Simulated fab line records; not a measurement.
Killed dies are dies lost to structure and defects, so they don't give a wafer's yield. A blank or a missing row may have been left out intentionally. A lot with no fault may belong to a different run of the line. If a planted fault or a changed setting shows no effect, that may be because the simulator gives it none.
Commonality check across tools    flow nand-harc    Lots sampled 14, wafers sampled 42

== WHY IT WAS OPENED ==
Flagged at NHARC_END_SORT_01: reading killed-at-periphery, on 3 of 14 lots. No-fault wafers: 3.4, standard deviation 2.2.
Rule: a lot is flagged in two cases, either no wafer of it has a number, or all its wafers with numbers fall more than 4 standard deviations from that mean. All remaining lots are regarded as sound.

lot   measured      on         killed-at-periphery, wafer by wafer  flag
L633  day 19 19:06  prober-02  2 1 2                                
L640  day 21 05:53  prober-02  6 5 1                                
L643  day 22 00:49  prober-02  617 617 601                          FLAGGED
L645  day 22 06:49  prober-01  622 610 616                          FLAGGED
L646  day 22 06:58  prober-02  5 6 4                                
L644  day 23 07:20  prober-02  638 617 626                          FLAGGED
L650  day 23 08:07  prober-01  4 6 2                                
L647  day 23 19:14  prober-01  1 0 3                                
L649  day 23 21:16  prober-02  4 6 6                                
L648  day 24 03:52  prober-01  5 7 4                                
L651  day 24 07:02  prober-02  2 0 0                                
L652  day 24 10:02  prober-01  6 3 6                                
L656  day 25 02:05  prober-02  5 3 4                                
L655  day 25 07:31  prober-02  2 3 2                                
Flagged lots average 618.2: +614.8 relative to the usual, that is +99 or more standard deviations.

== WHICH TOOL RAN EACH LOT ==
4 process steps preceding the reading are held in the record, out of 1159 steps in the route. Read each cell as the tool, then ch plus the chambers that the sampled wafers visited, then the start.
lot   flag     NHARC_P_GATE_SPUTTER_78       NHARC_THIN_TSV_ETCH_15            NHARC_THIN_TSV_DEP_47            NHARC_THIN_TSV_DEGAS_49
L633           pvd-sputter-01, day 5 11:17   rie-si-01 ch 0,1,2, day 19 02:46  pecvd-03 ch 0,1, day 19 03:47    pvd-sputter-02, day 19 04:43
L640           pvd-sputter-03, day 7 01:29   rie-si-01 ch 1,3, day 20 16:34    pecvd-04 ch 0,1,2, day 20 17:35  pvd-sputter-02, day 20 18:46
L643  FLAGGED  pvd-sputter-03, day 7 16:25   no row                            no row                           no row
L645  FLAGGED  pvd-sputter-02, day 8 18:11   no row                            no row                           no row
L646           pvd-sputter-02, day 8 16:58   rie-si-03 ch 1,2,3, day 21 08:50  pecvd-03 ch 0,2, day 21 09:53    pvd-sputter-01, day 21 10:46
L644  FLAGGED  pvd-sputter-03, day 8 23:28   no row                            no row                           no row
L650           pvd-sputter-01, day 9 18:58   rie-si-06 ch 0,2,3, day 22 18:22  pecvd-04 ch 0,1, day 22 19:25    pvd-sputter-02, day 22 20:18
L647           pvd-sputter-01, day 9 03:59   rie-si-01 ch 0,1,2, day 23 01:11  pecvd-03 ch 0,2, day 23 02:14    pvd-sputter-01, day 23 03:08
L649           pvd-sputter-01, day 9 09:14   rie-si-03 ch 1,3, day 23 06:47    pecvd-03 ch 1,2, day 23 08:01    pvd-sputter-02, day 23 08:58
L648           pvd-sputter-02, day 9 09:47   rie-si-06 ch 0,2,3, day 23 08:05  pecvd-03 ch 0,1,2, day 23 09:12  pvd-sputter-03, day 23 10:17
L651           pvd-sputter-03, day 10 07:46  rie-si-01 ch 0,2,3, day 23 13:05  pecvd-01 ch 1,2, day 23 14:23    pvd-sputter-03, day 23 16:31
L652           pvd-sputter-01, day 10 02:38  rie-si-01 ch 0,2,3, day 23 16:52  pecvd-03 ch 1,2, day 23 18:29    pvd-sputter-03, day 23 19:29
L656           pvd-sputter-03, day 11 07:52  rie-si-06 ch 0,1, day 24 11:56    pecvd-03 ch 0,1,2, day 24 13:12  pvd-sputter-01, day 24 14:04
L655           pvd-sputter-03, day 10 19:23  rie-si-06 ch 0,1,3, day 24 14:36  pecvd-01 ch 0,1, day 24 15:41    pvd-sputter-01, day 24 16:34
What is done by these steps:
- NHARC_P_GATE_SPUTTER_78: material Ni, target thk 10 nm.
- NHARC_THIN_TSV_ETCH_15: target depth 3000 nm, bosch target overetch cycles 2, bosch etch step 2.8 s.
- NHARC_THIN_TSV_DEP_47: deposits SiO2, target thk 200 nm.
- NHARC_THIN_TSV_DEGAS_49: time 120 s.
- NHARC_END_SORT_01

== FLAGGED AGAINST TOTAL, ONE TOOL AT A TIME (gauges that did the reading follow at the end) ==
step                     tool            lots run  flagged  share of the flagged lots  sound lots run after its first flagged lot
NHARC_P_GATE_SPUTTER_78  pvd-sputter-01  5         0        none                       -
NHARC_P_GATE_SPUTTER_78  pvd-sputter-02  3         1        some                       1 (L648)
NHARC_P_GATE_SPUTTER_78  pvd-sputter-03  6         2        some                       3 (L651,L655,L656)
NHARC_THIN_TSV_ETCH_15   rie-si-01       5         0        none                       -
NHARC_THIN_TSV_ETCH_15   rie-si-03       2         0        none                       -
NHARC_THIN_TSV_ETCH_15   rie-si-06       4         0        none                       -
NHARC_THIN_TSV_DEP_47    pecvd-01        2         0        none                       -
NHARC_THIN_TSV_DEP_47    pecvd-03        7         0        none                       -
NHARC_THIN_TSV_DEP_47    pecvd-04        2         0        none                       -
NHARC_THIN_TSV_DEGAS_49  pvd-sputter-01  4         0        none                       -
NHARC_THIN_TSV_DEGAS_49  pvd-sputter-02  4         0        none                       -
NHARC_THIN_TSV_DEGAS_49  pvd-sputter-03  3         0        none                       -
NHARC_END_SORT_01        prober-01       5         1        some                       4 (L650,L647,L648,L652)
NHARC_END_SORT_01        prober-02       9         2        some                       5 (L646,L649,L651,L656,L655)

== WHAT THE TABLE ALLOWS ==
No row of the table ran every flagged lot.

== WHAT THE SIMULATOR HAD PUT IN ==
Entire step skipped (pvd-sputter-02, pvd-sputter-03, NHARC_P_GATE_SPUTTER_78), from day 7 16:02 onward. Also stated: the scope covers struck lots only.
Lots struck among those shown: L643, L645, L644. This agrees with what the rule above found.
